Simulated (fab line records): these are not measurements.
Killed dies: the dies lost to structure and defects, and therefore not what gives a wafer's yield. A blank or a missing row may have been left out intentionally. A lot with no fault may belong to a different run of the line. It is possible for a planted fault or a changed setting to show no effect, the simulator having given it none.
Chamber matching | flow n5-finfet | N5_GATE_CUT_STRIP_59 on rie-diel-06: 4 sister chambers
The step strips in N2/H2, time 20 s. 4 wafers are shown with their chamber, then 11 later ones without.

## EACH WAFER AND ITS CHAMBER
wafer  | chamber | showerhead-plenum-p-Torr (Torr)
L088.1 | 2       | 3.33
L088.3 | 3       | 3.43
L088.4 | 1       | 3.45
L092.2 | 0       | 3.17

## WAFERS WHOSE CHAMBER IS MISSING
wafer  | showerhead-plenum-p-Torr (Torr)
L092.3 | 3.33
L092.4 | 3.43
L093.1 | 3.17
L093.3 | 3.32
L093.6 | 3.43
L094.2 | 3.42
L094.3 | 3.45
L094.5 | 3.44
L096.1 | 3.44
L096.3 | 3.42
L096.5 | 3.44

## EACH ONE'S CHAMBER
wafer  | from the rows above     | in truth
L092.3 | 2                       | 2
L092.4 | 3                       | 3
L093.1 | 0                       | 0
L093.3 | 2                       | 2
L093.6 | 3                       | 3
L094.2 | 3                       | 3
L094.3 | 1                       | 1
L094.5 | can't be placed: 3 or 1 | 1
L096.1 | can't be placed: 3 or 1 | 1
L096.3 | 3                       | 3
L096.5 | can't be placed: 3 or 1 | 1
Placed correctly: 8 of 11. Can't be placed from these rows: 3 (the true chamber is among the candidates in 3). 0 placed wrongly.
How it was worked out, from the rows above alone: a wafer's distance from a chamber is the root of the sum, over the readings, of the square of ((its reading less the chamber's mean) divided by the reading's scatter). If the next closest chamber is less than 2 further off than the closest, the wafer can't be placed; otherwise it belongs to the closest. The mean given for a chamber averages the wafers shown for that chamber. The scatter: root of mean squared gap, hidden wafer to nearest shown wafer, with one shown wafer a chamber.
